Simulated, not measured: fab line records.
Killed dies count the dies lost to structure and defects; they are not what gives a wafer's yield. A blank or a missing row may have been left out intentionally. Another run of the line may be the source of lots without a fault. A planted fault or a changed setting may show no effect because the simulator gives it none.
Chamber matching || flow nand-harc || NHARC_A_STAIRCASE_TRIM_220 on rie-diel-08 has 4 sister chambers
The step chemistry O2, time 211.2 s. 8 wafers are shown with their chamber, then 12 later ones without.

## EACH WAFER AND ITS CHAMBER
{"wafer": "L083.4", "chamber": 0, "drypump-motor-current-A (A)": 5.0, "showerhead-plenum-p-Torr (Torr)": 3.27}
{"wafer": "L085.2", "chamber": 2, "drypump-motor-current-A (A)": 5.4, "showerhead-plenum-p-Torr (Torr)": 3.41}
{"wafer": "L085.6", "chamber": 1, "drypump-motor-current-A (A)": 6.2, "showerhead-plenum-p-Torr (Torr)": 3.54}
{"wafer": "L084.1", "chamber": 2, "drypump-motor-current-A (A)": 5.4, "showerhead-plenum-p-Torr (Torr)": 3.41}
{"wafer": "L084.3", "chamber": 0, "drypump-motor-current-A (A)": 4.9, "showerhead-plenum-p-Torr (Torr)": 3.27}
{"wafer": "L088.1", "chamber": 3, "drypump-motor-current-A (A)": 6.2, "showerhead-plenum-p-Torr (Torr)": 3.29}
{"wafer": "L088.3", "chamber": 1, "drypump-motor-current-A (A)": 6.2, "showerhead-plenum-p-Torr (Torr)": 3.53}
{"wafer": "L088.5", "chamber": 3, "drypump-motor-current-A (A)": 6.2, "showerhead-plenum-p-Torr (Torr)": 3.29}

## WAFERS MISSING THEIR CHAMBER
{"wafer": "L091.1", "drypump-motor-current-A (A)": 6.2, "showerhead-plenum-p-Torr (Torr)": 3.52}
{"wafer": "L091.2", "drypump-motor-current-A (A)": 5.4, "showerhead-plenum-p-Torr (Torr)": 3.40}
{"wafer": "L091.3", "drypump-motor-current-A (A)": 4.9, "showerhead-plenum-p-Torr (Torr)": 3.26}
{"wafer": "L091.4", "drypump-motor-current-A (A)": 6.2, "showerhead-plenum-p-Torr (Torr)": 3.29}
{"wafer": "L091.5", "drypump-motor-current-A (A)": 6.2, "showerhead-plenum-p-Torr (Torr)": 3.52}
{"wafer": "L091.6", "drypump-motor-current-A (A)": 4.9, "showerhead-plenum-p-Torr (Torr)": 3.26}
{"wafer": "L097.1", "drypump-motor-current-A (A)": 6.2, "showerhead-plenum-p-Torr (Torr)": 3.52}
{"wafer": "L097.3", "drypump-motor-current-A (A)": 6.3, "showerhead-plenum-p-Torr (Torr)": 3.80}
{"wafer": "L097.4", "drypump-motor-current-A (A)": 5.4, "showerhead-plenum-p-Torr (Torr)": 3.39}
{"wafer": "L097.2", "drypump-motor-current-A (A)": 4.9, "showerhead-plenum-p-Torr (Torr)": 3.80}
{"wafer": "L097.5", "drypump-motor-current-A (A)": 6.3, "showerhead-plenum-p-Torr (Torr)": 3.80}
{"wafer": "L097.6", "drypump-motor-current-A (A)": 4.9, "showerhead-plenum-p-Torr (Torr)": 3.80}

## WHICH CHAMBER EACH WENT THROUGH
{"wafer": "L091.1", "from the rows above": 1, "in truth": 1}
{"wafer": "L091.2", "from the rows above": 2, "in truth": 2}
{"wafer": "L091.3", "from the rows above": 0, "in truth": 0}
{"wafer": "L091.4", "from the rows above": 3, "in truth": 3}
{"wafer": "L091.5", "from the rows above": 1, "in truth": 1}
{"wafer": "L091.6", "from the rows above": 0, "in truth": 0}
{"wafer": "L097.1", "from the rows above": 1, "in truth": 1}
{"wafer": "L097.3", "from the rows above": 1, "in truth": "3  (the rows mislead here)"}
{"wafer": "L097.4", "from the rows above": 2, "in truth": 2}
{"wafer": "L097.2", "from the rows above": 1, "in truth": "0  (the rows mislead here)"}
{"wafer": "L097.5", "from the rows above": 1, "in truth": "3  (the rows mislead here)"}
{"wafer": "L097.6", "from the rows above": 1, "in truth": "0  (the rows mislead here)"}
8 of 12 placed correctly. From these rows, 0 cannot be placed. Number placed wrongly: 4.
How it was worked out, from the rows above alone: a wafer's distance from a chamber is the root of the sum, over the readings, of the square of ((its reading less the chamber's mean) divided by the reading's scatter). If the next closest chamber is less than 2 further off than the closest, the wafer can't be placed; otherwise it belongs to the closest. A chamber's mean is the mean of its shown wafers. The scatter is the square root of a quotient: the sum, over the shown wafers, of each reading's squared deviation from its chamber's mean, divided by wafers minus chambers.
